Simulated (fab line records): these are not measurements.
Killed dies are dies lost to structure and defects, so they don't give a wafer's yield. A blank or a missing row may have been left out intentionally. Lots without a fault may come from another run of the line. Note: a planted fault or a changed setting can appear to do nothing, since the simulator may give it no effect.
Which tool was responsible? / flow n5Finfet / route of 1938 steps, sampled at 1 step: 12 lots, 36 wafers

## WHAT EACH GAUGE READ, for each wafer
N5_BEOL_M12_CD_MEAS_17: target cd 140 nm.
lot=L078; measured=day 16 14:28; on=cdSem-01; cdNm (nm)=142.5 142.2 139.9
lot=L079; measured=day 18 12:38; on=cdSem-01; cdNm (nm)=140.9 138.8 139.8
lot=L080; measured=day 18 21:32; on=cdSem-03; cdNm (nm)=139.4 139.2 139.8
lot=L076; measured=day 19 20:43; on=cdSem-01; cdNm (nm)=141.1 141.0 141.5
lot=L083; measured=day 20 10:02; on=cdSem-01; cdNm (nm)=139.8 138.9 142.8
lot=L085; measured=day 20 15:41; on=cdSem-03; cdNm (nm)=143.2 139.5 141.3
lot=L091; measured=day 20 21:40; on=cdSem-03; cdNm (nm)=139.9 138.2 139.8
lot=L090; measured=day 20 23:06; on=cdSem-02; cdNm (nm)=140.3 140.2 139.6
lot=L089; measured=day 21 06:02; on=cdSem-03; cdNm (nm)=141.5 137.9 140.5
lot=L093; measured=day 21 22:53; on=cdSem-01; cdNm (nm)=140.6 141.3 140.6
lot=L094; measured=day 22 19:16; on=cdSem-01; cdNm (nm)=138.6 140.6 141.1
lot=L097; measured=day 23 04:53; on=cdSem-01; cdNm (nm)=140.9 139.2 140.2

## TOOL THAT RAN EACH LOT (tool first, then ch and the chambers of the sampled wafers, then the start)
The record holds no process step before these readings.

## THE ANSWER, worked out from the rows above alone
Rule: the lots themselves supply what counts as usual. The widest of any qualifying gaps counts: lots, ordered by their means at a reading, are off when they make up no more than a third of the lots, leave a main group of 4 or more, and stand apart from it by 3 or more times the standard deviation of that group's means. The tables above print the reading to a certain number of digits; a main group whose means all agree to those digits is not used. Also off: a lot with no number at a reading for which 4 or more lots have one. All remaining lots with rows at the step are treated as sound.
No lot is off on any of the readings shown, so nothing can be concluded from this.

## WHAT THE SIMULATOR HAD INSERTED
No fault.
